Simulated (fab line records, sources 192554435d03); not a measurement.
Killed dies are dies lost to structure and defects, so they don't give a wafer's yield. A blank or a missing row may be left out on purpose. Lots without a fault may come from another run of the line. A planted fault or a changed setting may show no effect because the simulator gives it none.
fab line records | flow n5_finfet
record lots=6 wafers=18 last_day=17
route steps=1938 shown BEOL_M12@1631
lots that met no fault: from a run of the same line without faults
start_h: hours from the record's first day to the start of the lot's first wafer shown | wait_h: hours since the lot's step before | " the same as in the row above | L1.1+2: a row that stands for several wafers | - no value, or no start given | * or withheld: withheld | < > ~ a bound
route shown NAME@n: a module of which the file shows steps, and the number in the route of the first | usual: mean/standard deviation of fault-free wafers | same: alike in all rows | chamber/n: place in a boat | sites: the reading at each site | _std_site: their standard deviation | _edge_site: outer sites' mean less inner sites' | radius_mm: how far each site lies from the wafer's centre | mask NAME#n: copy n | behind: the tool/chamber that last shaped the wafer | hold: why the lot was held/for how many hours/how that ended | device: the transistor (n, p or np) that didn't switch | end of line: the same wafers' tests at the end of the route | a step without rows: its recipe alone | killed: dies lost to structure and defects at the first sort, not the wafer's yield | map: a wafer's dies, x killed, . not, _ none there
set.NAME: the setting as run; set.NAME@STEP: as run at that earlier step | model.NAME: the simulator's own value behind a step, which no gauge read
lots at some steps of the route; a table a step, a row a wafer
services: from which hour (start_h, from the record's first day; less than 0 if before it) a tool's chamber was out of use, for how many hours, and why
## steps
# step N5_BEOL_M12_HARDBAKE_32
# recipe temp_c=130 time_s=120
# step N5_BEOL_M12_CD_MEAS_28
# recipe target_cd_nm=160.2 landing_energy_ev=500 detector=se_inlens polarity=opening
# usual cd_nm=159.1/1.7
# columns lot.wafer tool chamber start_h wait_h cd_nm
L678.1 cd_sem-02 0 248.87 - 159.1
L678.3 " 0 " " 159.3
L678.4 " 0 " " 160.4
L687.1 cd_sem-01 0 303.19 - 155.6
L687.3 " 0 " " 156.4
L687.5 " 0 " " 158.6
L695.1 cd_sem-03 0 356.24 - 159.0
L695.3 " 0 " " 159.6
L695.5 " 0 " " 159.8
L698.1 cd_sem-01 0 368.70 - 159.8
L698.2 " 0 " " 159.6
L698.5 " 0 " " 160.6
L699.1 cd_sem-02 0 369.18 - 158.0
L699.2 " 0 " " 160.6
L699.3 " 0 " " 160.5
L697.1 cd_sem-01 0 372.12 - 158.3
L697.5 " 0 " " 157.9
L697.6 " 0 " " 159.8
# step N5_BEOL_M12_OVL_MEAS_29
# recipe points_per_wafer=44
# usual M12_OVL=0/6
# columns lot.wafer tool chamber start_h wait_h M12_OVL[nm]
L678.1 overlay-02 0 248.90 0.0 15
L678.3 " 0 " " 7
L678.4 " 0 " " 5
L687.1 overlay-01 0 303.22 0.0 7
L687.3 " 0 " " -1
L687.5 " 0 " " 3
L695.1 overlay-01 0 356.27 0.0 2
L695.3 " 0 " " 1
L695.5 " 0 " " -2
L698.1 overlay-02 0 368.73 0.0 -1
L698.2 " 0 " " -1
L698.5 " 0 " " 0
L699.1 overlay-01 0 369.21 0.0 0
L699.2 " 0 " " 4
L699.3 " 0 " " 3
L697.1 overlay-02 0 372.16 0.0 7
L697.5 " 0 " " 5
L697.6 " 0 " " -6
# step N5_BEOL_M12_INSPECT_30
# recipe mode=adi inspect_instrument=macro
# usual raw_defect_count=2.2/1.4
# columns lot.wafer tool chamber start_h wait_h raw_defect_count
L678.1 defect_inspect-02 - 248.93 0.0 1
L678.3 " - " " 4
L678.4 " - " " 2
L687.1 defect_inspect-02 - 303.25 0.0 1
L687.3 " - " " 3
L687.5 " - " " 2
L695.1 defect_inspect-02 - 356.29 0.0 3
L695.3 " - " " 4
L695.5 " - " " 1
L698.1 defect_inspect-01 - 368.75 0.0 6
L698.2 " - " " 4
L698.5 " - " " 1
L699.1 defect_inspect-02 - 369.23 0.0 1
L699.2 " - " " 2
L699.3 " - " " 4
L697.1 defect_inspect-01 - 372.18 0.0 1
L697.5 " - " " 2
L697.6 " - " " 2
# step N5_BEOL_M12_DESCUM_33
# recipe chemistry=O2 time_s=7.9 source_power_w=50 bias_power_w=20 pressure_mtorr=20 rf_frequency_hz=2.712e+07 temp_c=40 o2_flow_sccm=225
# usual drypump_motor_current_A=5.9/0.56 oes_product_au=0.78/0.09 rf_vpp_V=243.2/1.4 showerhead_plenum_p_Torr=2.09/0.072 throttle_valve_pct=20.40/0.27
# columns lot.wafer tool chamber start_h wait_h drypump_motor_current_A oes_product_au rf_hours_counter_h rf_vpp_V showerhead_plenum_p_Torr throttle_valve_pct
L678.1 rie_diel-05 3 248.96 0.0 6.7 0.71 232 241.4 1.97 20.61
L678.3 " 0 " " 5.2 0.67 251 243.0 2.16 20.59
L678.4 " 1 " " 6.0 0.81 - 240.5 2.04 20.62
L687.1 rie_diel-01 3 303.28 0.0 5.9 0.91 30 244.1 2.12 20.03
L687.3 " 2 " " 6.7 0.72 217 244.5 2.09 20.53
L687.5 " 1 " " 5.3 0.69 - 244.1 2.06 20.71
L695.1 rie_diel-01 3 356.83 0.5 5.9 0.87 49 243.7 2.11 20.08
L695.3 " 0 " " 6.2 0.85 70 245.3 2.21 20.01
L695.5 " 2 " " 6.7 0.71 - 243.9 2.08 20.56
L698.1 rie_diel-05 3 368.79 0.0 6.7 0.96 10 246.1 2.22 20.14
L698.2 " 2 " " 5.6 0.74 190 243.6 2.09 20.53
L698.5 " 0 " " 5.3 0.89 - 243.8 2.14 20.24
L699.1 rie_diel-01 0 369.27 0.0 6.2 0.85 73 245.4 2.21 20.01
L699.2 " 3 " " 5.9 0.87 53 244.1 2.11 20.07
L699.3 " 2 " " 6.7 0.71 240 242.3 2.08 20.57
L697.1 rie_diel-01 1 372.31 0.1 5.2 0.68 239 243.5 2.05 20.73
L697.5 " 2 " " 6.7 0.70 - 242.8 2.08 20.56
L697.6 " 3 " " 5.9 0.87 - 243.6 2.11 20.07
# step N5_BEOL_M12_ETCH_67
# recipe chemistry=CF4 target=SiARC target_depth_a=1430 time_s=238.3 ion_energy_ev=80 pressure_mtorr=40 source_w=545 bias_w=36 Ar_flow_sccm=100 cf4_flow_sccm=100 ends=cleared
# step N5_BEOL_M12_ETCH_68
# recipe chemistry=N2/H2 target=SOC mask_material=SiARC source_w=3000 bias_w=350 temp_c=40 time_s=285 ion_energy_ev=200 pressure_mtorr=30 n2_flow_sccm=200 h2_flow_sccm=200
# step N5_BEOL_M12_STRIP_69
# recipe chemistry=N2/H2 temp_c=40 n2_flow_sccm=200 h2_flow_sccm=200 rf_frequency_hz=6e+07
# step N5_BEOL_M12_TRENCH_ETCH_34
# recipe chemistry=C4F8/O2/Ar target=SiOC target_depth_a=3189.5 mask_material=SOC pressure_mtorr=30 source_w=3000 bias_w=700 Ar_flow_sccm=400 C4F8_flow_sccm=15 O2_flow_sccm=8 he_inner_torr=15 he_outer_torr=30 time_s=125.5 ion_energy_ev=250
# usual drypump_motor_current_A=5.9/0.56 oes_product_au=0.78/0.088 rf_vpp_V=665/3.2 showerhead_plenum_p_Torr=3.40/0.11 throttle_valve_pct=24.10/0.23
# columns lot.wafer tool chamber start_h wait_h drypump_motor_current_A oes_product_au rf_hours_counter_h rf_vpp_V showerhead_plenum_p_Torr throttle_valve_pct
L678.1 rie_diel-05 3 249.32 0.0 6.7 0.70 232 660 3.24 24.39
L678.3 " 0 " " 5.3 0.65 252 668 3.47 24.10
L678.4 " 1 " " 6.0 0.81 - 662 3.32 24.34
L687.1 rie_diel-01 3 303.65 0.0 5.9 0.91 30 665 3.46 23.85
L687.3 " 2 " " 6.7 0.72 217 665 3.37 24.10
L687.5 " 1 " " 5.3 0.70 - 663 3.36 24.39
L695.1 rie_diel-01 3 357.20 0.0 5.9 0.87 50 667 3.45 23.87
L695.3 " 0 " " 6.2 0.85 70 670 3.60 23.84
L695.5 " 2 " " 6.7 0.71 - 663 3.36 24.10
L698.1 rie_diel-05 3 369.15 0.0 6.7 0.95 10 671 3.62 24.01
L698.2 " 2 " " 5.6 0.73 190 665 3.41 24.31
L698.5 " 0 " " 5.3 0.87 - 666 3.45 23.80
L699.1 rie_diel-01 0 369.63 0.0 6.2 0.85 74 670 3.60 23.86
L699.2 " 3 " " 5.9 0.87 54 667 3.45 23.87
L699.3 " 2 " " 6.7 0.71 240 663 3.36 24.12
L697.1 rie_diel-01 1 372.67 0.0 5.3 0.68 239 663 3.35 24.42
L697.5 " 2 " " 6.7 0.70 - 664 3.36 24.12
L697.6 " 3 " " 5.9 0.86 - 666 3.45 23.87
# step N5_BEOL_M12_STRIP_70
# recipe chemistry=C4F8/O2/Ar resist=SiARC rf_frequency_hz=6e+07
# step N5_BEOL_M12_OCD_MEAS_35
# usual trench_depth_nm=318/6.8
# columns lot.wafer tool chamber start_h wait_h trench_depth_nm
L678.1 ocd-02 - 249.48 0.0 314
L678.3 " - " " 309
L678.4 " - " " 326
L687.1 ocd-02 - 303.80 0.0 331
L687.3 " - " " 318
L687.5 " - " " 312
L695.1 ocd-01 - 357.35 0.0 323
L695.3 " - " " 319
L695.5 " - " " 316
L698.1 ocd-01 - 369.30 0.0 322
L698.2 " - " " 318
L698.5 " - " " 321
L699.1 ocd-02 - 369.78 0.0 319
L699.2 " - " " 327
L699.3 " - " " 317
L697.1 ocd-01 - 372.82 0.0 307
L697.5 " - " " 313
L697.6 " - " " 323
# step N5_BEOL_M12_STRIP_37
# recipe chemistry=N2/H2 power_w=1000 temp_c=250 h2_frac=0.65 overash_fraction=0.3 pressure_mtorr=withheld n2_flow_sccm=1750 h2_flow_sccm=3250
# usual drypump_motor_current_A=5.6/0.44 heater_power_w=312/25 oes_product_au=0.790/0.009
# same overash_fraction=0.3
# columns lot.wafer tool chamber start_h wait_h drypump_motor_current_A heater_power_w oes_product_au rf_hours_counter_h
L678.1 plasma_asher-02 1 249.52 0.0 5.1 262 0.768 70
L678.3 " 1 " " 5.1 268 0.789 -
L678.4 " 0 " " 5.4 327 0.803 -
L687.1 plasma_asher-02 1 303.84 0.0 5.1 270 0.784 79
L687.3 " 1 " " 5.1 271 0.784 -
L687.5 " 1 " " 5.1 268 0.790 -
L695.1 plasma_asher-01 1 357.39 0.0 6.3 320 0.798 143
L695.3 " 1 " " 6.3 324 0.781 -
L695.5 " 0 " " 5.7 334 0.788 -
L698.1 plasma_asher-01 1 369.34 0.0 6.3 315 0.792 147
L698.2 " 0 " " 5.6 328 0.803 147
L698.5 " 1 " " 6.3 316 0.790 -
L699.1 plasma_asher-01 1 369.82 0.0 6.3 313 0.806 147
L699.2 " 0 " " 5.6 333 0.781 147
L699.3 " 0 " " 5.7 326 0.785 -
L697.1 plasma_asher-01 0 373.19 0.4 5.6 326 0.780 149
L697.5 " 1 " " 6.3 314 0.786 -
L697.6 " 0 " " 5.6 335 0.803 -
# step N5_BEOL_M12_ETCH_38
# recipe chemistry=CF4/N2 target=SiCN target_depth_a=687 taper_deg=2 time_s=73.4 ion_energy_ev=150 mask_material=SiO2 pressure_mtorr=40 source_w=430 bias_w=70 Ar_flow_sccm=100 cf4_flow_sccm=60 n2_flow_sccm=60
# usual drypump_motor_current_A=5.9/0.57 oes_product_au=0.79/0.089 rf_vpp_V=382.2/1.9 showerhead_plenum_p_Torr=2.20/0.072 throttle_valve_pct=15.41/0.27
# columns lot.wafer tool chamber start_h wait_h drypump_motor_current_A oes_product_au rf_hours_counter_h rf_vpp_V showerhead_plenum_p_Torr throttle_valve_pct model.etch.depth_nm model.SiOC_of_BEOL_M12_ILD_DEP_00.thk_nm
L678.1 rie_diel-01 3 249.87 - 5.9 0.97 8 382.3 2.25 15.07 60.97 602.6
L678.3 " 2 " " 6.7 0.74 197 381.0 2.20 15.46 58.48 606.4
L678.4 " 1 " " 5.3 0.71 200 382.6 2.18 15.72 58.18 614.2
L687.1 rie_diel-01 3 309.81 - 5.9 0.91 31 384.3 2.24 15.10 61.04 606
L687.3 " 1 " " 5.3 0.70 219 382.1 2.17 15.77 58.03 597.8
L687.5 " 2 " " 6.7 0.73 - 382.4 2.19 15.53 58.31 607.4
L695.1 rie_diel-01 2 359.54 - 6.7 0.58 237 382.3 2.18 15.56 40.59 621.6
L695.3 " 3 " " 5.9 0.87 50 383.5 2.23 15.15 60.28 601.4
L695.5 " 2 " " 6.7 0.70 - 382.7 2.18 15.54 57.29 617.6
L698.1 rie_diel-06 2 372.61 - 5.3 0.77 134 380.5 2.12 15.23 58.23 605.6
L698.2 " 3 " " 4.8 0.72 207 379.1 2.10 15.46 59.27 596.6
L698.5 " 3 " " 4.8 0.72 - 381.0 2.10 15.49 58.95 623
L699.1 rie_diel-05 1 373.57 - 6.0 0.78 133 379.7 2.13 15.59 60.3 598.6
L699.2 " 0 " " 5.2 0.88 33 381.5 2.24 15.16 59.9 597
L699.3 " 3 " " 6.8 0.94 11 386.2 2.34 15.21 59.39 606.6
L697.1 rie_diel-01 3 375.27 - 5.9 0.71 56 383.4 2.23 15.16 42.63 619.2
L697.5 " 0 " " 6.2 0.86 - 385.0 2.32 15.06 60.14 603.6
L697.6 " 1 " " 5.3 0.69 - 381.9 2.16 15.79 57.41 623.2
# step N5_BEOL_M12_PRECLEAN_39
# recipe chemistry=residue_remover time_s=60 temp_c=40
# step N5_BEOL_M12_SRD_40
# recipe time_s=30 temp_c=23 rinse_liquid=diw dry=n2_spin spin_rpm=1500 dry_time_s=30
# step N5_BEOL_M12_DEGAS_41
# recipe ambient=vacuum temp_c=250 time_s=60
# step N5_BEOL_M12_PRE_CLEAN_42
# recipe gas=H2/He time_s=30 temp_c=250
# step N5_BEOL_M12_SPUTTER_43
# recipe material=TaN target_thk_a=150 temp_c=50 bias_v=168.6 power_w=15000 chamber_pressure_pa=0.12 time_s=24.19
# usual throttle_valve_pct=30.1/0.78
# columns lot.wafer tool chamber start_h wait_h throttle_valve_pct
L678.1 pvd_sputter-02 - 250.43 0.0 28.9
L678.3 " - " " 29.8
L678.4 " - " " 29.6
L687.1 pvd_sputter-03 - 310.47 0.0 30.8
L687.3 " - " " 30.2
L687.5 " - " " 30.8
L695.1 pvd_sputter-01 - 359.95 0.0 28.0
L695.3 " - " " 30.2
L695.5 " - " " 29.4
L698.1 pvd_sputter-02 - 373.17 0.0 29.0
L698.2 " - " " 30.8
L698.5 " - " " 29.6
L699.1 pvd_sputter-02 - 374.03 0.0 28.9
L699.2 " - " " 30.7
L699.3 " - " " 29.4
L697.1 pvd_sputter-03 - 376.10 0.0 30.4
L697.5 " - " " 30.9
L697.6 " - " " 30.0
# step N5_BEOL_M12_SPUTTER_44
# recipe material=Ta target_thk_a=100 temp_c=50 bias_v=80 power_w=15000 chamber_pressure_pa=0.07 time_s=16.13
# step N5_BEOL_M12_SPUTTER_45
# recipe material=Cu target_thk_a=800 temp_c=-20 bias_v=60 power_w=26000 chamber_pressure_pa=0.13 time_s=13.33
# step N5_BEOL_M12_ECD_47
# recipe material=Cu target_thk_a=7200
# step N5_BEOL_M12_ANNEAL_48
# recipe temp_c=225 time_s=90 ambient=N2
# usual wafer_temp_C_max=226.3/0.54
# columns lot.wafer tool chamber start_h wait_h wafer_temp_C_max
L678.1 rtp_anneal-02 0 250.85 0.1 226.5
L678.3 " 0 " " 227.1
L678.4 " 0 " " 227.5
L687.1 rtp_anneal-01 0 310.89 0.1 225.8
L687.3 " 0 " " 226.0
L687.5 " 0 " " 225.9
L695.1 rtp_anneal-01 0 360.67 0.4 225.7
L695.3 " 0 " " 225.9
L695.5 " 0 " " 225.8
L698.1 rtp_anneal-01 0 373.59 0.1 225.7
L698.2 " 0 " " 225.8
L698.5 " 0 " " 226.0
L699.1 rtp_anneal-01 0 375.12 0.8 226.3
L699.2 " 0 " " 226.3
L699.3 " 0 " " 226.7
L697.1 rtp_anneal-01 0 379.56 3.1 225.9
L697.5 " 0 " " 225.7
L697.6 " 0 " " 225.7
# step N5_BEOL_M12_CMP_49
# recipe stop_on=SiOC t_overpolish_s=20.6 down_force_psi=1 platen_rpm=50 clearing_platen_down_force_psi=1.5 clearing_platen_rpm=50 post_cmp_clean=cu_alkaline target_thk_nm=320 clearing_platen_pad_velocity_m_s=0.99484 pad_velocity_m_s=0.99484
# usual barrier_field_endpoint_s=30.3/0.78 clearing_platen_down_force_psi=1.5002/0.0027 clearing_platen_rpm=49.998/0.029 motor_current_A=6.1/0.63 overpolish_run_s=20.600/0.0092 pad_life_wafers=1004/660
# columns lot.wafer tool chamber start_h wait_h barrier_field_endpoint_s clearing_platen_down_force_psi clearing_platen_rpm motor_current_A overpolish_run_s pad_life_wafers model.SiOC_of_BEOL_M12_ILD_DEP_00.thk_nm
L678.4 cmp-02 1 251.18 0.2 29.8 1.5009 49.946 5.0 20.606 1237 604.2
L678.1 " 2 " " 30.1 1.5001 50.027 5.5 20.594 1238 592.6
L678.3 " 3 " " 29.8 1.5042 49.984 5.8 20.603 1239 596.4
L687.1 cmp-03 1 311.20 0.3 29.4 1.5033 50.021 6.1 20.606 564 596
L687.3 " 3 " " 31.5 1.4989 49.982 6.7 20.607 566 587.8
L687.5 " 1 " " 29.6 1.4967 49.984 6.5 20.600 - 597.4
L695.1 cmp-03 0 360.97 0.3 30.7 1.5019 49.958 5.9 20.596 966 611.6
L695.3 " 2 " " 30.3 1.5016 50.040 6.3 20.598 968 591.4
L695.5 " 0 " " 30.5 1.4983 49.976 6.0 20.583 - 607.6
L698.1 cmp-04 3 373.88 0.3 30.2 1.4994 49.990 7.4 20.598 258 595.6
L698.2 " 1 " " 29.6 1.5020 50.026 5.5 20.599 260 586.6
L698.5 " 3 " " 30.4 1.4992 49.993 7.1 20.604 - 613
L699.2 cmp-04 1 375.41 0.2 30.0 1.5038 50.052 5.4 20.593 276 587
L699.1 " 3 " " 31.3 1.4976 49.991 7.3 20.590 278 588.8
L699.3 " 0 " " 29.9 1.5008 49.984 6.5 20.600 279 596.6
L697.1 cmp-02 2 379.97 0.4 31.3 1.5017 49.984 5.3 20.593 39 609.2
L697.5 " 3 " " 31.5 1.5061 50.027 5.5 20.571 - 593.6
L697.6 " 0 " " 31.7 1.5033 49.979 5.7 20.591 - 613.2
# step N5_BEOL_M12_THK_MEAS_50
# recipe thk_meas_gauge=xrf reads=Cu_of_BEOL_M12_ECD_47
# usual M12_THK=325/7
# columns lot.wafer tool chamber start_h wait_h M12_THK[nm]
L678.1 film_metro-01 - 251.44 - 324
L678.3 " - " " 317
L678.4 " - " " 334
L687.1 film_metro-02 - 311.49 - 337
L687.3 " - " " 327
L687.5 " - " " 321
L695.1 film_metro-02 - 361.26 - 330
L695.3 " - " " 328
L695.5 " - " " 321
L698.1 film_metro-02 - 374.18 - 330
L698.2 " - " " 320
L698.5 " - " " 327
L699.1 film_metro-01 - 375.71 - 326
L699.2 " - " " 333
L699.3 " - " " 324
L697.1 film_metro-02 - 380.15 - 316
L697.5 " - " " 322
L697.6 " - " " 330
## services
# columns tool chamber start_h hours kind
rie_diel-06 0 227.20 14.4 repair
cmp-04 - 234.55 4.6 pm
rie_diel-05 - 236.83 0.2 repair
cmp-03 - 238.57 4.0 pm
rie_diel-06 2 241.76 6.5 repair
cmp-02 - 245.11 0.5 repair
rie_diel-01 1 255.42 3.4 repair
cmp-02 - 258.02 6.3 pm
rie_diel-01 2 270.68 4.7 repair
cmp-02 - 272.79 0.7 repair
rie_diel-05 - 273.86 14.6 pm
rtp_anneal-02 - 276.12 56.7 pm
cmp-02 - 314.61 3.1 repair
rie_diel-05 3 314.94 11.0 repair
cmp-02 - 326.60 5.2 pm
rie_diel-06 3 333.55 2.8 repair
rie_diel-06 - 334.62 0.7 repair
cmp-04 - 339.24 4.0 pm
rtp_anneal-02 - 354.59 31.2 repair
rie_diel-05 1 355.36 13.1 repair
cmp-02 - 357.46 8.7 repair
pvd_sputter-02 - 357.48 4.6 repair
plasma_asher-02 - 364.03 24.6 repair
cmp-02 - 370.05 4.0 pm
## key
first_sign none at tools or gauges
model_effect step=N5_BEOL_M12_ETCH_38 value=etch.depth_nm without=59.25 struck=41.61
model_effect step=N5_BEOL_M12_CMP_49 value=SiOC_of_BEOL_M12_ILD_DEP_00.thk_nm without=595.8 struck=610.4
met_at N5_BEOL_M12_ETCH_38
struck_wafers L695.1,L697.1
onset_between 309.81 359.54
fault kind=process_parameter_drift tool=rie_diel-01 chamber=- onset_h=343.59 steps=N5_BEOL_M12_ETCH_38 channel=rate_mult offset=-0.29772 shape=step end_h=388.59 scope=struck_wafers_only
